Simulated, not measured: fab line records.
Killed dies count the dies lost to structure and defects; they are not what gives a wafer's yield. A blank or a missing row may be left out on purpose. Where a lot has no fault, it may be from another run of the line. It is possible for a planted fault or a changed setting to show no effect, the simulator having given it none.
Comparing a struck lot with a sound one | flow nand-harc | 13 out of 1159 route steps
Sound: wafers L829.1, L829.3, L829.4. Struck: wafer L830.4 (left out: L830.1, L830.2 of the same lot, which were not struck); the cause appears at the end.
Each step with rows lists, per side, the tool, then ch with its chambers, then its first start. Under that, the readings that differ: sound wafers | struck wafers | difference of the means | sigmas: that difference in standard deviations of wafers without a fault.
alike: words and numbers the same on both sides, and readings whose means are apart by under 2 such deviations; not compared: readings that were withheld, readings missing a value for some wafer, numbers with overlapping values and no deviation given by the record, and bounds like >300 which may hide the same value.
A row with sigmas, a row that says differs or no value, or rows on one side alone: a step with any of these is where the two part. Non-overlapping numbers with no deviation appear without sigmas and do not part them. A reading missing from all wafers of one side parts the sides only when that side holds two or more wafers.

first, 1 step without rows for these wafers: NHARC_A_SLIT_SRD_20.
NHARC_A_SLIT_CD_MEAS_21:
  struck on cd-sem-01, day 16 16:19; sound on cd-sem-01, day 15 01:11
  alike: cd-nm
then, 3 steps without rows for these wafers: NHARC_A_SIN_REMOVE_WET_00 (chemistry H3PO4, time 15300 s); NHARC_A_SIN_REMOVE_PRECLEAN_01 (cleans in SC1); NHARC_A_SIN_REMOVE_SRD_02.
NHARC_A_SIN_REMOVE_INSPECT_04:
  struck on defect-inspect-02, day 16 22:39; sound on defect-inspect-01, day 15 08:50
  alike: raw-defect-count
NHARC_A_WL_FILL_ALD_00: deposits Al2O3, target thk 3 nm, pulse time 3 s, ald cycles 30.
  sound on ald-hk-02 ch 0,1,2, day 15 08:53; struck on ald-hk-01 ch 2, day 16 22:44
  alike: heater-power-w, precursor-pulse-height-rel
NHARC_A_WL_FILL_RTA_01: time 5 s.
  sound on rtp-anneal-01 ch 0, day 15 09:10; struck on rtp-anneal-01 ch 0, day 16 23:08
  alike: lamp-power-pct, lamp_zone_1_pct, lamp_zone_4_pct, wafer_temp_C_max
NHARC_A_WL_FILL_ALD_02: deposits TiN, target thk 2 nm, pulse time 3 s, ald cycles 100.
  sound on ald-metal-02 ch 0,1,3, day 15 09:22; struck on ald-metal-02 ch 2, day 16 23:23
  alike: heater-power-w, precursor-pulse-height-rel
NHARC_A_WL_FILL_CVD_03: deposits W, target thk 40 nm, time 3302 s.
  sound on cvd-w-02 ch 0,1, day 15 14:07; struck on cvd-w-01 ch 1, day 17 02:27
  reading                | sound       | struck | difference | sigmas
  throttle-valve-pct (%) | 7.4 8.0 7.4 | 8.3    | +0.7       | +2
  alike: heater-power-w
NHARC_A_WL_FILL_ETCHBACK_04: etches the open film in NF3, target depth 60 nm, time 120 s.
  sound on rie-metal-03 ch 0,1, day 15 17:27; struck on rie-metal-03 ch 1, day 17 05:46
  reading          | sound             | struck | difference | sigmas
  run-length-s (s) | 140.5 141.6 140.8 | 133.2  | -7.8       | -14
  alike: drypump-motor-current-A, he-backside-leak-sccm, oes-product-au
  not compared: rf-hours-counter-h
NHARC_A_WL_FILL_ETCHBACK_05: etches the open film in Cl2/BCl3, target depth 22 nm, time 60 s.
  sound on rie-metal-03 ch 0,1, day 15 17:40; struck on rie-metal-03 ch 0, day 17 06:00
  alike: drypump-motor-current-A, he-backside-leak-sccm, oes-product-au, run-length-s
  not compared: rf-hours-counter-h
-- record jumps: 4 days between struck wafers' starts before vs after; left off in module A_WL_FILL, resumes in module END, first step shown is number 1159 of the route --
NHARC_END_SORT_01:
  sound on prober-02 ch 0, day 19 21:08; struck on prober-02 ch 0, day 21 04:09
  reading         | sound | struck | difference | sigmas
  killed-at-other | 1 4 5 | 1      | -2         | -2
  alike: killed-at-array, killed-at-periphery, killed-dies, killed-open, killed-short

## WHERE THEY PART
First at NHARC_A_WL_FILL_CVD_03; last, within this record, at NHARC_END_SORT_01.

WHY: what had been put in by the simulator
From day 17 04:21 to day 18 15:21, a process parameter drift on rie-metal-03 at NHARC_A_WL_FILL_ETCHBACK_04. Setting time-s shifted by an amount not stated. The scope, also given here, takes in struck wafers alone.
